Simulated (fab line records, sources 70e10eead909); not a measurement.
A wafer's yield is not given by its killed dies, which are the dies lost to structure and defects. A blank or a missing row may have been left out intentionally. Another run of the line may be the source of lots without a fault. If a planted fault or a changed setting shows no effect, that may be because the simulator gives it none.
The tool behind it: which one?	flow nand_harc	23 lots with 69 wafers sampled at 6 steps, on a route of 1302 steps

== WHAT THE GAUGES SHOWED, per wafer ==
The record lacks any reading of a measuring or inspecting step that a usual standard deviation could be used to judge.

== WHICH TOOL RAN EACH LOT (tool, then ch and the chambers of the sampled wafers, then the start) ==
lot	NHARC_A_STAIRCASE_STRIP_205	NHARC_A_STAIRCASE_DESCUM_219	NHARC_A_STAIRCASE_ETCH_225	NHARC_A_STAIRCASE_ETCH_236	NHARC_A_STAIRCASE_DESCUM_252	NHARC_A_STAIRCASE_ETCH_452
L074	plasma_asher-02 ch 1, day 16 05:13	rie_diel-06 ch 1,3, day 16 06:35	rie_diel-06 ch 0,1, day 16 11:34 or earlier	rie_diel-06 ch 0,3, day 16 11:34 or earlier	rie_diel-07 ch 0,1, day 16 11:34	rie_diel-06 ch 1,2,3, no start
L075	plasma_asher-02 ch 0,1, day 16 11:55	rie_diel-06 ch 0,1,3, day 16 13:28	rie_diel-06 ch 0,1, day 16 18:42 or earlier	rie_diel-07 ch 0,1,2, day 16 18:42 or earlier	rie_diel-07 ch 0,2, day 16 18:42	rie_diel-07 ch 1,2, no start
L076	plasma_asher-01 ch 0,1, day 16 12:04	rie_diel-07 ch 0,1,2, day 16 13:37	rie_diel-07 ch 0,1,2, day 16 18:32 or earlier	rie_diel-07 ch 0,1,2, day 16 18:32 or earlier	rie_diel-04 ch 1,2,3, day 16 18:32	rie_diel-06 ch 0,1,3, no start
L077	plasma_asher-02 ch 0,1, day 17 07:52	rie_diel-04 ch 0,1, day 17 09:14	rie_diel-04 ch 0,1,2, day 17 13:07 or earlier	rie_diel-06 ch 0,1,3, day 17 13:07 or earlier	rie_diel-06 ch 0,2,3, day 17 13:07	rie_diel-06 ch 0,2,3, no start
L078	plasma_asher-02 ch 0,1, day 18 01:22	rie_diel-07 ch 2,3, day 18 02:46	rie_diel-07 ch 0,1,3, day 18 06:36 or earlier	rie_diel-07 ch 1,2,3, day 18 06:36 or earlier	rie_diel-07 ch 0,2,3, day 18 06:36	rie_diel-07 ch 1,2,3, no start
L079	plasma_asher-01 ch 0,1, day 18 05:21	rie_diel-07 ch 0,1,3, day 18 06:53	rie_diel-07 ch 0,3, day 18 10:38 or earlier	rie_diel-06 ch 0,1,3, day 18 10:38 or earlier	rie_diel-06 ch 0,2, day 18 10:38	rie_diel-07 ch 0,1,3, no start
L080	plasma_asher-01 ch 0,1, day 18 05:38	rie_diel-07 ch 0,2,3, day 18 07:08	rie_diel-07 ch 0,1,3, day 18 10:58 or earlier	rie_diel-07 ch 0,1,3, day 18 10:58 or earlier	rie_diel-06 ch 0,2,3, day 18 10:58	rie_diel-04 ch 0,1,2, no start
L081	plasma_asher-02 ch 0,1, day 18 23:44	rie_diel-06 ch 1,2, day 19 01:17	rie_diel-06 ch 2,3, day 19 04:51 or earlier	rie_diel-06 ch 0,1,2, day 19 04:51 or earlier	rie_diel-04 ch 0,1, day 19 04:51	rie_diel-04 ch 0,1, no start
L082	plasma_asher-01 ch 1, day 19 11:19	rie_diel-04 ch 1,2, day 19 12:39	rie_diel-04 ch 1,2, day 19 17:14 or earlier	rie_diel-07 ch 1,2, day 19 17:14 or earlier	rie_diel-06 ch 0,1,3, day 19 17:14	rie_diel-07 ch 0,1,3, no start
L085	plasma_asher-02 ch 0,1, day 20 08:41	rie_diel-07 ch 0,1, day 20 10:05	rie_diel-07 ch 1,2,3, day 20 13:52 or earlier	rie_diel-04 ch 1,2, day 20 13:52 or earlier	rie_diel-06 ch 0,2, day 20 13:52	rie_diel-04 ch 1,2, day 21 04:21
L084	plasma_asher-01 ch 0,1, day 20 08:42	rie_diel-04 ch 1,2,3, day 20 10:16	rie_diel-04 ch 0,3, day 20 14:07 or earlier	rie_diel-06 ch 0,2, day 20 14:07 or earlier	rie_diel-06 ch 1,2, day 20 14:07	rie_diel-07 ch 0,1,2, no start
L083	plasma_asher-02 ch 0,1, day 20 12:07	rie_diel-07 ch 0,2,3, day 20 13:35	rie_diel-07 ch 0,2,3, day 20 17:16 or earlier	rie_diel-06 ch 0,1,3, day 20 17:16 or earlier	rie_diel-06 ch 0,2,3, day 20 17:16	rie_diel-04 ch 1,2, no start
L087	plasma_asher-01 ch 0,1, day 21 13:14	rie_diel-06 ch 0,2,3, day 21 14:39	rie_diel-06 ch 0,1,3, day 21 18:34 or earlier	rie_diel-04 ch 0,1,2, day 21 18:34 or earlier	rie_diel-07 ch 0,2,3, day 21 18:34	rie_diel-06 ch 0,1,2, no start
L089	plasma_asher-01 ch 0,1, day 22 00:05	rie_diel-04 ch 1,3, day 22 01:31	rie_diel-04 ch 0,1,3, day 22 05:22 or earlier	rie_diel-06 ch 0,1, day 22 05:22 or earlier	rie_diel-07 ch 0,2, day 22 05:22	rie_diel-07 ch 0,2, no start
L088	plasma_asher-02 ch 0,1, day 22 06:53	rie_diel-07 ch 0,1,2, day 22 08:08	rie_diel-07 ch 0,2,3, day 22 12:45 or earlier	rie_diel-07 ch 1,2, day 22 12:45 or earlier	rie_diel-04 ch 0,2,3, day 22 12:45	rie_diel-04 ch 1,2,3, no start
L090	plasma_asher-02 ch 0,1, day 22 21:08	rie_diel-07 ch 0,2, day 22 22:37	rie_diel-07 ch 1,3, day 23 02:56 or earlier	rie_diel-07 ch 0,1,2, day 23 02:56 or earlier	rie_diel-06 ch 0,1,2, day 23 02:56	rie_diel-07 ch 0,2,3, no start
L091	plasma_asher-01 ch 0,1, day 23 06:57	rie_diel-07 ch 2,3, day 23 08:28	rie_diel-07 ch 1,3, day 23 12:14 or earlier	rie_diel-06 ch 1,3, day 23 12:14 or earlier	rie_diel-07 ch 0,1,2, day 23 12:14	rie_diel-07 ch 0,2,3, no start
L092	plasma_asher-01 ch 0,1, day 23 07:40	rie_diel-07 ch 1,2,3, day 23 09:08	rie_diel-07 ch 0,1,2, day 23 12:53 or earlier	rie_diel-07 ch 0,1,2, day 23 12:53 or earlier	rie_diel-04 ch 0,1,3, day 23 12:53	rie_diel-04 ch 0,1,3, no start
L093	plasma_asher-02 ch 0,1, day 23 21:02	rie_diel-06 ch 1,2,3, day 23 22:31	rie_diel-06 ch 0,2,3, day 24 02:24 or earlier	rie_diel-07 ch 1,2,3, day 24 02:24 or earlier	rie_diel-06 ch 1,3, day 24 02:24	rie_diel-06 ch 0,3, no start
L094	plasma_asher-01 ch 0,1, day 24 00:31	rie_diel-04 ch 0,1, day 24 02:00	rie_diel-04 ch 1,2,3, day 24 05:47 or earlier	rie_diel-06 ch 2,3, day 24 05:47 or earlier	rie_diel-06 ch 0,3, day 24 05:47	rie_diel-06 ch 0,1,2, no start
L095	plasma_asher-01 ch 1, day 24 11:49	rie_diel-06 ch 2,3, day 24 13:17	rie_diel-06 ch 0,1,3, day 24 18:28 or earlier	rie_diel-04 ch 0,1,3, day 24 18:28 or earlier	rie_diel-04 ch 2,3, day 24 18:28	rie_diel-04 ch 0,3, no start
L096	plasma_asher-02 ch 0,1, day 25 03:26	rie_diel-07 ch 0,2,3, day 25 04:56	rie_diel-07 ch 1,2,3, day 25 08:44 or earlier	rie_diel-04 ch 2,3, day 25 08:44 or earlier	rie_diel-04 ch 0,2,3, day 25 08:44	rie_diel-07 ch 0,1,2, no start
L097	plasma_asher-02 ch 0,1, day 25 13:27	rie_diel-07 ch 1,3, day 25 14:58	rie_diel-07 ch 1,3, day 25 18:48 or earlier	rie_diel-06 ch 2,3, day 25 18:48 or earlier	rie_diel-04 ch 1,3, day 25 18:48	rie_diel-06 ch 1,2,3, no start
- NHARC_A_STAIRCASE_STRIP_205: strips in O2.
- NHARC_A_STAIRCASE_DESCUM_219: chemistry O2, time 3 s.
- NHARC_A_STAIRCASE_ETCH_225: etches the open film in C4F8/O2, target depth 100 nm, time 40.5 s.
- NHARC_A_STAIRCASE_ETCH_236: etches the open film in C4F8/O2, target depth 100 nm, time 40.5 s.
- NHARC_A_STAIRCASE_DESCUM_252: chemistry O2, time 3 s.
- NHARC_A_STAIRCASE_ETCH_452: etches the open film in CF4/O2, target depth 30 nm, overetch 3 nm, time 16.5 s.

== AS READ BY THE TOOLS THEMSELVES (means over the sampled wafers that have a number; for cases with no such wafer, the mark the record gives instead) ==
NHARC_A_STAIRCASE_STRIP_205. Usual: drypump_motor_current_A 5.4 A, standard deviation 0.38; heater_power_w 320 W, standard deviation 23.
lot	tool	drypump_motor_current_A (A)	heater_power_w (W)	flag
L074	plasma_asher-02	5.5	349	
L075	plasma_asher-02	5.6	346	
L076	plasma_asher-01	5.1	302	
L077	plasma_asher-02	5.6	349	
L078	plasma_asher-02	5.6	344	
L079	plasma_asher-01	5.1	302	
L080	plasma_asher-01	5.5	304	
L081	plasma_asher-02	5.6	344	
L082	plasma_asher-01	5.8	307	
L085	plasma_asher-02	5.5	350	
L084	plasma_asher-01	5.1	292	
L083	plasma_asher-02	5.5	353	
L087	plasma_asher-01	5.1	299	
L089	plasma_asher-01	5.1	296	
L088	plasma_asher-02	5.6	331	
L090	plasma_asher-02	5.6	325	
L091	plasma_asher-01	5.1	293	
L092	plasma_asher-01	5.1	293	
L093	plasma_asher-02	5.6	328	
L094	plasma_asher-01	5.5	298	
L095	plasma_asher-01	5.8	302	
L096	plasma_asher-02	5.5	338	
L097	plasma_asher-02	5.5	329	

NHARC_A_STAIRCASE_DESCUM_219. Usual: drypump_motor_current_A 5.8 A, standard deviation 0.54; oes_product_au 1.001 a.u., standard deviation 0.0072; rf_vpp_V 57.6 V, standard deviation 0.93; showerhead_plenum_p_Torr 1.88 Torr, standard deviation 0.1; throttle_valve_pct 11.311 %, standard deviation 0.009.
lot	tool	drypump_motor_current_A (A)	oes_product_au (a.u.)	rf_vpp_V (V)	showerhead_plenum_p_Torr (Torr)	throttle_valve_pct (%)	flag
L074	rie_diel-06	6.2	1.013	58.2	2.00	11.305	
L075	rie_diel-06	5.8	1.002	57.6	1.92	11.305	
L076	rie_diel-07	6.0	0.992	57.6	1.85	11.309	
L077	rie_diel-04	5.1	1.000	58.1	1.82	11.308	
L078	rie_diel-07	6.1	1.004	56.4	1.79	11.319	
L079	rie_diel-07	5.9	1.002	57.5	1.86	11.317	
L080	rie_diel-07	6.1	0.998	57.6	1.79	11.302	
L081	rie_diel-06	6.0	1.011	58.5	2.04	11.309	
L082	rie_diel-04	5.6	1.005	57.0	1.82	11.316	
L085	rie_diel-07	5.7	1.004	58.2	1.90	11.315	
L084	rie_diel-04	5.4	0.989	57.7	1.84	11.305	
L083	rie_diel-07	6.2	0.996	56.9	1.79	11.312	
L087	rie_diel-06	5.9	1.003	57.3	1.87	11.310	
L089	rie_diel-04	5.2	1.001	57.2	1.86	11.306	
L088	rie_diel-07	6.0	1.001	57.6	1.93	11.309	
L090	rie_diel-07	6.3	1.001	58.2	1.97	11.307	
L091	rie_diel-07	6.1	1.001	58.8	1.98	11.310	
L092	rie_diel-07	5.8	1.002	57.2	1.94	11.314	
L093	rie_diel-06	6.3	1.002	58.1	1.95	11.305	
L094	rie_diel-04	5.2	0.992	57.9	2.00	11.312	
L095	rie_diel-06	6.6	1.010	58.2	1.88	11.321	
L096	rie_diel-07	6.2	1.007	57.5	1.88	11.306	
L097	rie_diel-07	5.6	0.999	57.4	1.90	11.316	

NHARC_A_STAIRCASE_ETCH_225. Usual: oes_product_au 0.943 a.u., standard deviation 0.0088; rf_vpp_V 893 V, standard deviation 6.3.
lot	tool	oes_product_au (a.u.)	rf_vpp_V (V)	flag
L074	rie_diel-06	0.948	895	
L075	rie_diel-06	0.939	895	
L076	rie_diel-07	0.947	891	
L077	rie_diel-04	0.945	889	
L078	rie_diel-07	0.937	892	
L079	rie_diel-07	0.945	888	
L080	rie_diel-07	0.934	892	
L081	rie_diel-06	0.945	896	
L082	rie_diel-04	0.948	890	
L085	rie_diel-07	0.942	891	
L084	rie_diel-04	0.941	889	
L083	rie_diel-07	0.941	888	
L087	rie_diel-06	0.954	896	
L089	rie_diel-04	0.941	890	
L088	rie_diel-07	0.940	894	
L090	rie_diel-07	0.944	892	
L091	rie_diel-07	0.930	895	
L092	rie_diel-07	0.950	897	
L093	rie_diel-06	0.948	893	
L094	rie_diel-04	0.938	891	
L095	rie_diel-06	0.959	896	
L096	rie_diel-07	0.940	897	
L097	rie_diel-07	0.946	892	

NHARC_A_STAIRCASE_ETCH_236. Usual: oes_product_au 0.942 a.u., standard deviation 0.012; rf_vpp_V 894 V, standard deviation 6.4.
lot	tool	oes_product_au (a.u.)	rf_vpp_V (V)	flag
L074	rie_diel-06	0.938	891	
L075	rie_diel-07	0.920	892	
L076	rie_diel-07	0.924	891	
L077	rie_diel-06	0.957	896	
L078	rie_diel-07	0.946	892	
L079	rie_diel-06	0.944	896	
L080	rie_diel-07	0.939	892	
L081	rie_diel-06	0.955	898	
L082	rie_diel-07	0.932	891	
L085	rie_diel-04	0.942	891	
L084	rie_diel-06	0.941	895	
L083	rie_diel-06	0.948	896	
L087	rie_diel-04	0.953	888	
L089	rie_diel-06	0.942	900	
L088	rie_diel-07	0.943	904	
L090	rie_diel-07	0.928	897	
L091	rie_diel-06	0.956	896	
L092	rie_diel-07	0.938	897	
L093	rie_diel-07	0.939	898	
L094	rie_diel-06	0.953	894	
L095	rie_diel-04	0.947	896	
L096	rie_diel-04	0.936	890	
L097	rie_diel-06	0.951	896	

NHARC_A_STAIRCASE_DESCUM_252. Usual: drypump_motor_current_A 5.8 A, standard deviation 0.62; oes_product_au 1.003 a.u., standard deviation 0.0064; rf_vpp_V 57.6 V, standard deviation 1.1; showerhead_plenum_p_Torr 1.88 Torr, standard deviation 0.097; throttle_valve_pct 11.310 %, standard deviation 0.0089.
lot	tool	drypump_motor_current_A (A)	oes_product_au (a.u.)	rf_vpp_V (V)	showerhead_plenum_p_Torr (Torr)	throttle_valve_pct (%)	flag
L074	rie_diel-07	6.1	1.003	57.5	1.85	11.313	
L075	rie_diel-07	6.4	0.997	57.2	1.79	11.317	
L076	rie_diel-04	5.4	1.001	57.7	1.85	11.314	
L077	rie_diel-06	5.9	1.005	57.8	1.88	11.312	
L078	rie_diel-07	6.1	1.005	58.3	1.79	11.304	
L079	rie_diel-06	5.8	0.999	57.3	1.92	11.310	
L080	rie_diel-06	5.9	0.999	57.5	1.88	11.318	
L081	rie_diel-04	5.0	0.997	57.8	1.82	11.311	
L082	rie_diel-06	5.8	1.013	58.0	1.91	11.311	
L085	rie_diel-06	5.3	1.005	58.4	1.86	11.308	
L084	rie_diel-06	6.0	1.003	59.3	2.03	11.309	
L083	rie_diel-06	5.9	0.998	58.1	1.88	11.305	
L087	rie_diel-07	6.1	0.997	57.6	1.89	11.312	
L089	rie_diel-07	6.3	0.999	58.0	1.97	11.309	
L088	rie_diel-04	5.6	1.005	57.4	1.81	11.304	
L090	rie_diel-06	5.7	1.007	58.2	1.94	11.318	
L091	rie_diel-07	6.0	1.003	58.5	1.93	11.307	
L092	rie_diel-04	5.2	1.005	56.8	1.82	11.309	
L093	rie_diel-06	6.4	1.008	57.1	1.92	11.313	
L094	rie_diel-06	6.1	1.005	57.7	1.83	11.302	
L095	rie_diel-04	5.8	0.996	57.2	1.82	11.307	
L096	rie_diel-04	5.6	0.999	58.2	1.91	11.313	
L097	rie_diel-04	5.0	0.997	58.3	1.83	11.310	

NHARC_A_STAIRCASE_ETCH_452. Usual: drypump_motor_current_A 5.8 A, standard deviation 0.56; oes_o_777_au 1.001 a.u., standard deviation 0.0049; oes_product_au 1.002 a.u., standard deviation 0.0075; rf_vpp_V 197.4 V, standard deviation 1.7; showerhead_plenum_p_Torr 1.31 Torr, standard deviation 0.07; throttle_valve_pct 13.398 %, standard deviation 0.0096.
lot	tool	drypump_motor_current_A (A)	oes_o_777_au (a.u.)	oes_product_au (a.u.)	rf_vpp_V (V)	showerhead_plenum_p_Torr (Torr)	throttle_valve_pct (%)	flag
L074	rie_diel-06	6.3	0.999	0.998	198.3	1.37	13.393	
L075	rie_diel-07	5.9	0.996	0.997	196.6	1.28	13.393	
L076	rie_diel-06	5.8	1.003	1.002	198.3	1.34	13.393	
L077	rie_diel-06	5.9	1.004	1.006	197.7	1.31	13.392	
L078	rie_diel-07	5.8	0.999	0.997	197.7	1.29	13.404	
L079	rie_diel-07	5.9	1.000	0.995	196.9	1.30	13.394	
L080	rie_diel-04	5.4	1.000	1.001	196.8	1.26	13.401	
L081	rie_diel-04	5.0	1.004	1.005	196.5	1.27	13.400	
L082	rie_diel-07	5.9	0.999	0.996	197.6	1.29	13.393	
L085	rie_diel-04	5.2	0.997	1.002	196.8	1.27	13.393	
L084	rie_diel-07	6.0	1.000	1.009	199.1	1.35	13.392	
L083	rie_diel-04	5.6	1.001	1.008	196.3	1.27	13.406	
L087	rie_diel-06	5.7	1.003	1.009	197.6	1.35	13.400	
L089	rie_diel-07	6.3	1.005	1.002	198.2	1.37	13.401	
L088	rie_diel-04	5.4	0.999	1.000	196.7	1.28	13.403	
L090	rie_diel-07	6.1	1.002	0.995	197.3	1.31	13.393	
L091	rie_diel-07	6.1	1.002	0.990	196.8	1.31	13.407	
L092	rie_diel-04	5.2	1.002	0.995	197.1	1.34	13.402	
L093	rie_diel-06	5.4	0.999	1.016	196.7	1.27	13.407	
L094	rie_diel-06	5.7	1.003	1.000	198.9	1.35	13.399	
L095	rie_diel-04	5.4	0.999	1.005	198.4	1.39	13.401	
L096	rie_diel-07	6.0	1.002	1.011	197.4	1.34	13.402	
L097	rie_diel-06	6.3	1.001	1.005	198.7	1.36	13.406	

== THE ANSWER, worked out from the rows above alone ==
Rule: a lot counts as off when the mean over its wafers that have a number is more than 3 standard deviations away from the usual mean. Also off: a lot with no number at a reading for which 4 or more lots have one. The other lots that the step has rows for count as sound. After the gauges, taken in route order, come the tools' own readings; for these a lot's mean is taken, as printed above. At the first step where some lot is off, the reading lying furthest off is the one used; lots without a number count as furthest.
No lot is off at any reading shown: from this, nothing can be told.

== WHAT THE SIMULATOR HAD PUT IN ==
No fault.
